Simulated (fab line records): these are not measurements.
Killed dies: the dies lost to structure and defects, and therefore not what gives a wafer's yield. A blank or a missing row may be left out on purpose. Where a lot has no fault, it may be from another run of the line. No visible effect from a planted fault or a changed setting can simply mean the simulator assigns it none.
Matching of chambers -- flow n5-finfet -- N5_HKMG_FIN_ALD_21 on ald-metal-04: 4 sister chambers
The step deposits TiN, target thk 1.5 nm, pulse time 1 s, purge time 3 s. 8 wafers are shown with their chamber, then 7 later ones without.

WAFERS PAIRED WITH THEIR CHAMBERS
wafer,chamber,heater-power-w (W),precursor-pulse-height-rel
L079.6,1,752,0.989
L080.1,3,968,0.961
L080.3,0,967,0.984
L085.1,0,958,0.984
L085.3,1,740,1.007
L085.5,2,928,1.007
L090.3,3,947,1.016
L090.4,2,900,0.984

WAFERS WHOSE CHAMBER IS MISSING
wafer,heater-power-w (W),precursor-pulse-height-rel
L090.6,966,0.991
L091.2,1001,1.011
L091.3,918,1.005
L091.5,762,1.002
L096.4,967,1.005
L096.5,945,1.018
L096.6,974,0.990

CHAMBER TAKEN BY EACH
wafer,from the rows above,in truth
L090.6,can't be placed: 0 or 3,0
L091.2,can't be placed: 0 or 3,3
L091.3,2,2
L091.5,1,1
L096.4,can't be placed: 0 or 3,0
L096.5,can't be placed: 3 or 0 or 2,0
L096.6,can't be placed: 0 or 3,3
2 of 7 placed correctly. From these rows, 5 cannot be placed; in 5 the true chamber is one of the candidates. Placed wrongly: 0.
How it was worked out, from the rows above alone: a wafer's distance from a chamber is the root of the sum, over the readings, of the square of ((its reading less the chamber's mean) divided by the reading's scatter). If the next closest chamber is less than 2 further off than the closest, the wafer can't be placed; otherwise it belongs to the closest. Each chamber's mean is taken over the wafers shown for it. The scatter is the square root of a quotient: the sum, over the shown wafers, of each reading's squared deviation from its chamber's mean, divided by wafers minus chambers.
